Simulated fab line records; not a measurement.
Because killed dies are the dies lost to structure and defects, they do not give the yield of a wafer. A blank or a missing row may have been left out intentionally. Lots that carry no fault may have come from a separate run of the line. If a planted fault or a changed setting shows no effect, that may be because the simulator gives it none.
Which tool was responsible? | flow n5Finfet | 7 lots with 21 wafers sampled at 7 steps, on a route of 1938 steps

WHAT EACH GAUGE READ, for each wafer
N5_BEOL_M8_CD_MEAS_11: the cd target is 38.5 nm.
lot  | measured     | on       | cdNm (nm)
L944 | day 10 11:53 | cdSem-02 | 39.2 38.4 39.1
L946 | day 10 16:18 | cdSem-02 | 39.0 38.9 39.2
L951 | day 12 09:10 | cdSem-02 | 43.0 42.7 42.4
L953 | day 12 14:01 | cdSem-01 | 42.0 42.0 42.0
L952 | day 12 14:26 | cdSem-02 | 39.0 38.9 39.1
L960 | day 14 05:33 | cdSem-01 | 37.8 38.6 38.5
L962 | day 15 02:20 | cdSem-03 | 38.4 39.2 38.4

N5_BEOL_M8_OVL_MEAS_12.
lot  | measured     | on         | M8_OVL (nm)
L944 | day 10 11:55 | overlay-02 | 0.5 -0.9 -0.1
L946 | day 10 16:20 | overlay-02 | -0.1 0.1 0.7
L951 | day 12 09:11 | overlay-01 | -1.3 -0.1 -0.3
L953 | day 12 14:03 | overlay-01 | -1.1 -0.4 -0.8
L952 | day 12 14:28 | overlay-01 | -0.8 -1.0 -0.6
L960 | day 14 05:35 | overlay-01 | 0.1 -1.3 -0.6
L962 | day 15 02:22 | overlay-01 | 1.2 0.2 0.4

N5_BEOL_M8_CD_MEAS_18: pitch 80 nm, target cd 40 nm.
lot  | measured     | on       | cdNm (nm)
L944 | day 10 12:26 | cdSem-01 | 40.5 40.6 40.3
L946 | day 10 17:23 | cdSem-03 | 40.2 39.7 40.5
L951 | day 12 09:54 | cdSem-01 | 44.1 44.2 43.9
L953 | day 12 14:34 | cdSem-01 | 43.5 43.5 43.7
L952 | day 12 15:05 | cdSem-02 | 40.2 39.8 40.4
L960 | day 14 06:05 | cdSem-02 | 38.9 40.2 40.2
L962 | day 15 02:52 | cdSem-02 | 39.4 41.0 40.1

N5_BEOL_M15_RC_MEAS_101.
lot  | measured     | on        | COMB_M10 (S/m)          | COMB_M11 (S/m)          | COMB_M12 (S/m)           | COMB_M13 (S/m)          | COMB_M14 (S/m)          | COMB_M15 (S/m)          | COMB_M5 (S/m)           | COMB_M6 (S/m)           | COMB_M7 (S/m)           | COMB_M8 (S/m)           | COMB_M9 (S/m)           | SERP_M10 (ohm/um) | SERP_M11 (ohm/um) | SERP_M12 (ohm/um) | SERP_M13 (ohm/um) | SERP_M14 (ohm/um) | SERP_M5 (ohm/um) | SERP_M6 (ohm/um) | SERP_M7 (ohm/um) | SERP_M8 (ohm/um) | SERP_M8_max_site (ohm/um) | SERP_M9 (ohm/um)
L944 | day 12 15:34 | prober-02 | 1.2e-11 2e-11 1.9e-11   | 1.5e-11 1.7e-11 1.4e-11 | 6.2e-12 9.4e-12 1.04e-11 | 6.2e-12 5.4e-12 6.7e-12 | 4.9e-12 3.7e-12 5.8e-12 | 3.9e-12 3.2e-12 3.5e-12 | 2.7e-11 2.5e-11 4.4e-11 | 2.2e-11 2.8e-11 3.3e-11 | 2.8e-11 2.9e-11 2.9e-11 | 2.5e-11 3.1e-11 3e-11   | 1.8e-11 1.3e-11 1.3e-11 | 3.07 3.04 3.19    | 2.93 2.85 3.17    | 0.633 0.649 0.614 | 0.296 0.311 0.316 | 0.154 0.156 0.159 | 39.0 38.4 39.7   | 13.7 13.2 12.8   | 13.8 13.9 13.0   | 13.6 13.6 13.7   | 14.5 14.2 14.3            | 2.96 2.80 2.81
L946 | day 12 20:10 | prober-02 | 1.4e-11 1.2e-11 1.4e-11 | 1.1e-11 1.7e-11 1.6e-11 | 6.1e-12 8e-12 7.3e-12    | 6.2e-12 7.1e-12 7.3e-12 | 3.2e-12 4.7e-12 4.5e-12 | 3.2e-12 4.1e-12 3.8e-12 | 3.2e-11 3.5e-11 3.8e-11 | 2.4e-11 3e-11 2.6e-11   | 3e-11 2.9e-11 2.4e-11   | 3.4e-11 2.4e-11 2.4e-11 | 1.5e-11 8e-12 1.8e-11   | 3.14 2.94 3.09    | 2.95 3.16 2.91    | 0.636 0.634 0.631 | 0.302 0.308 0.300 | 0.159 0.162 0.162 | 39.3 38.4 42.0   | 13.4 12.3 12.7   | 13.9 14.9 13.7   | 12.4 13.9 12.6   | 13.2 14.5 13.0            | 3.12 2.96 3.04
L951 | day 14 15:56 | prober-02 | 1.5e-11 1.8e-11 1.5e-11 | 1.2e-11 1.8e-11 1.3e-11 | 6.7e-12 6.8e-12 8.8e-12  | 4.4e-12 5.2e-12 4.7e-12 | 5.2e-12 4.5e-12 4.8e-12 | 3.6e-12 2.9e-12 2.9e-12 | 4.2e-11 4.3e-11 2.2e-11 | 3.1e-11 2.6e-11 3.4e-11 | 2.5e-11 2.5e-11 2.3e-11 | 2.7e-11 3e-11 2.6e-11   | 1.4e-11 1.3e-11 1.6e-11 | 3.05 3.11 3.10    | 3.12 2.96 3.02    | 0.623 0.612 0.643 | 0.302 0.314 0.313 | 0.155 0.160 0.161 | 37.3 38.5 39.8   | 13.7 13.9 13.8   | 14.1 13.4 14.1   | 11.8 11.8 12.0   | 12.2 12.3 12.3            | 2.92 3.09 3.19
L953 | day 14 17:10 | prober-01 | 1e-11 1.4e-11 1.5e-11   | 1.1e-11 1.1e-11 1.6e-11 | 7.7e-12 6.2e-12 5.6e-12  | 5e-12 6.9e-12 4.4e-12   | 2.3e-12 2.8e-12 2.8e-12 | 1.4e-12 2e-12 1.4e-12   | 4.6e-11 3.2e-11 4.2e-11 | 2.7e-11 2e-11 2.7e-11   | 2.2e-11 2.2e-11 2.8e-11 | 3.1e-11 2.9e-11 2.6e-11 | 1.4e-11 1.1e-11 1.4e-11 | 3.10 3.11 3.13    | 2.92 3.01 2.98    | 0.645 0.632 0.656 | 0.305 0.306 0.314 | 0.166 0.161 0.167 | 40.6 41.8 39.4   | 13.5 13.3 14.5   | 14.3 13.8 14.0   | 11.6 11.4 11.3   | 11.9 12.3 12.3            | 3.07 2.99 3.00
L952 | day 14 17:26 | prober-02 | 1.8e-11 1.7e-11 1.5e-11 | 1.2e-11 1.5e-11 1.6e-11 | 5.4e-12 7.1e-12 6.4e-12  | 5.6e-12 7.7e-12 6.1e-12 | 4e-12 4.6e-12 5.1e-12   | 3.8e-12 4e-12 3.3e-12   | 4e-11 3.9e-11 4.3e-11   | 2.4e-11 2.2e-11 2.2e-11 | 2.2e-11 2.7e-11 2.4e-11 | 3.7e-11 2.2e-11 2.5e-11 | 1.4e-11 1.7e-11 1.8e-11 | 3.03 3.04 3.01    | 3.12 3.12 3.19    | 0.632 0.613 0.640 | 0.307 0.302 0.304 | 0.161 0.163 0.163 | 36.2 38.1 37.5   | 13.8 13.3 13.4   | 13.4 13.9 12.1   | 13.9 13.4 13.1   | 14.3 14.1 13.3            | 2.95 3.12 2.95
L960 | day 16 12:06 | prober-02 | 1.4e-11 1.5e-11 1.4e-11 | 1.3e-11 1.7e-11 1.6e-11 | 8.4e-12 7.9e-12 6.9e-12  | 4.2e-12 5.5e-12 6.4e-12 | 3.7e-12 3.5e-12 3.5e-12 | 2.9e-12 3e-12 3.3e-12   | 3.7e-11 3.4e-11 3.9e-11 | 2.5e-11 2.1e-11 2.9e-11 | 2.8e-11 1.8e-11 2.8e-11 | 3.2e-11 2.9e-11 3.1e-11 | 1.5e-11 1.6e-11 1.3e-11 | 3.06 3.09 3.00    | 2.90 3.07 2.96    | 0.631 0.624 0.615 | 0.301 0.297 0.298 | 0.157 0.159 0.166 | 39.6 39.8 38.4   | 12.4 13.4 13.5   | 14.3 13.8 14.0   | 14.1 13.0 14.3   | 15.1 13.5 14.9            | 3.00 3.16 3.19
L962 | day 17 06:29 | prober-02 | 2.3e-11 1.7e-11 2.1e-11 | 1.8e-11 1.4e-11 2e-11   | 9e-12 7.9e-12 9.9e-12    | 4.9e-12 5.5e-12 6.2e-12 | 5.1e-12 5.8e-12 5.4e-12 | 3.6e-12 3.7e-12 3.3e-12 | 3.7e-11 3e-11 2.8e-11   | 2.7e-11 2e-11 3e-11     | 2.7e-11 2.6e-11 3.2e-11 | 2.4e-11 3.2e-11 4e-11   | 1.7e-11 1.5e-11 1.5e-11 | 3.00 2.99 2.85    | 3.07 2.96 3.06    | 0.621 0.630 0.607 | 0.297 0.302 0.304 | 0.152 0.159 0.156 | 38.5 38.8 37.7   | 12.6 13.2 13.7   | 13.7 13.3 13.3   | 14.3 13.5 13.3   | 15.2 13.9 14.3            | 2.95 3.15 3.20

TOOL THAT RAN EACH LOT (tool first, then ch and the chambers of the sampled wafers, then the start)
lot  | N5_BEOL_M8_EXPOSE_08              | N5_BEOL_M8_HM_OPEN_17            | N5_BEOL_M8_STRIP_19
L944 | arfiScanner-01 ch 0, day 10 11:46 | rieMetal-02 ch 0,1, day 10 12:15 | rieDiel-03 ch 1,3, day 10 12:22
L946 | arfiScanner-01 ch 0, day 10 16:11 | rieMetal-01 ch 0,1, day 10 17:14 | rieDiel-05 ch 1,2, day 10 17:19
L951 | arfiScanner-01 ch 0, day 12 09:02 | rieMetal-02 ch 1, day 12 09:37   | rieDiel-03 ch 1,2,3, day 12 09:50
L953 | arfiScanner-01 ch 0, day 12 13:54 | rieMetal-01 ch 0,1, day 12 14:23 | rieDiel-06 ch 0,3, day 12 14:29
L952 | arfiScanner-03 ch 0, day 12 14:19 | rieMetal-02 ch 1, day 12 14:49   | rieDiel-06 ch 0,1,3, day 12 15:01
L960 | arfiScanner-02 ch 0, day 14 05:25 | rieMetal-02 ch 0,1, day 14 05:55 | rieDiel-05 ch 2,3, day 14 06:01
L962 | arfiScanner-03 ch 0, day 15 02:12 | rieMetal-01 ch 0,1, day 15 02:41 | rieDiel-03 ch 1,2,3, day 15 02:48
- N5_BEOL_M8_EXPOSE_08: exposes mask M8.
- N5_BEOL_M8_HM_OPEN_17: chemistry Cl2/BCl3, target TiN, target depth 20 nm, overetch 6 nm.
- N5_BEOL_M8_STRIP_19: strips in O2.

AS READ BY THE TOOLS THEMSELVES (means over the sampled wafers that have a number; for cases with no such wafer, the mark the record gives instead)
N5_BEOL_M8_EXPOSE_08.
lot  | tool           | exposureDoseMJCm2
L944 | arfiScanner-01 | 68.19
L946 | arfiScanner-01 | 68.29
L951 | arfiScanner-01 | 74.08
L953 | arfiScanner-01 | 72.98
L952 | arfiScanner-03 | 68.13
L960 | arfiScanner-02 | 68.76
L962 | arfiScanner-03 | 68.16

N5_BEOL_M8_HM_OPEN_17.
lot  | tool        | drypumpMotorCurrentA (A) | oesProductAu (a.u.) | throttleValvePct (%)
L944 | rieMetal-02 | 5.9                      | 0.63                | 22.25
L946 | rieMetal-01 | 5.2                      | 0.73                | 21.96
L951 | rieMetal-02 | 5.3                      | 0.77                | 22.41
L953 | rieMetal-01 | 5.4                      | 0.73                | 21.96
L952 | rieMetal-02 | 5.3                      | 0.78                | 22.41
L960 | rieMetal-02 | 6.0                      | 0.78                | 22.17
L962 | rieMetal-01 | 5.2                      | 0.70                | 21.98

N5_BEOL_M8_STRIP_19.
lot  | tool       | drypumpMotorCurrentA (A) | oesProductAu (a.u.) | rfVppV (V) | showerheadPlenumPTorr (Torr) | throttleValvePct (%)
L944 | rieDiel-03 | 5.4                      | 0.89                | 4.2        | 2.12                         | 16.70
L946 | rieDiel-05 | 5.4                      | 0.72                | 3.9        | 2.11                         | 16.65
L951 | rieDiel-03 | 5.7                      | 0.82                | 3.2        | 2.06                         | 16.74
L953 | rieDiel-06 | 6.0                      | 0.77                | 3.6        | 2.04                         | 16.68
L952 | rieDiel-06 | 5.6                      | 0.79                | 3.9        | 2.08                         | 16.61
L960 | rieDiel-05 | 5.4                      | 0.80                | 3.6        | 2.08                         | 16.67
L962 | rieDiel-03 | 5.7                      | 0.79                | 3.1        | 2.05                         | 16.78

THE ANSWER, worked out from the rows above alone
Rule: what is usual is taken from the lots themselves. Put in order of their means at a reading, lots are off if they are a third of the lots or fewer, leave a main group of 4 or more, and stand apart from it by a gap of 3 or more times the standard deviation of the main group's means; of several such gaps the widest counts. The tables above print the reading to a certain number of digits; a main group whose means all agree to those digits is not used. A lot without any number at a reading at which 4 lots or more have one is off too. Where the step has rows for the other lots, those lots are counted as sound. Order of review: gauges by route order, followed by the tools' own readings, for which a lot's mean as printed above is used. At the first step where some lot is off, the reading lying furthest off is the one used; lots without a number count as furthest.
Off, at N5_BEOL_M8_CD_MEAS_11 on cdNm: L951, L953. Main group: mean 38.8 nm, sd 0.27.
If a tool, at a process step before that reading, ran all the lots that are off and no sound lot after the first of them, it fits. Not tried: the gauges at N5_BEOL_M8_CD_MEAS_11; whatever is off there is also off at N5_BEOL_M15_RC_MEAS_101, on other tools, and gauge error can't account for it. One fits: arfiScanner-01 at N5_BEOL_M8_EXPOSE_08. A fault onset in the window from L946 (day 10 16:11, its last sound lot) to L951 (day 12 09:02, its first lot off) fits.
On the lots that are off, the tool's own readings at N5_BEOL_M8_EXPOSE_08 differ by more than 5 times the standard deviation of the sound lots' means, which bears it out; exposureDoseMJCm2 reads 73.53 there versus 68.31 on the sound lots.

WHAT THE SIMULATOR PUT IN
Process parameters drifting: arfiScanner-01 at N5_BEOL_M8_EXPOSE_08, beginning at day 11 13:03. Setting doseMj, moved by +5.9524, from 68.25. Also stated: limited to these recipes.
Shown lots that were struck: L951, L953. This agrees with what the rule above found.
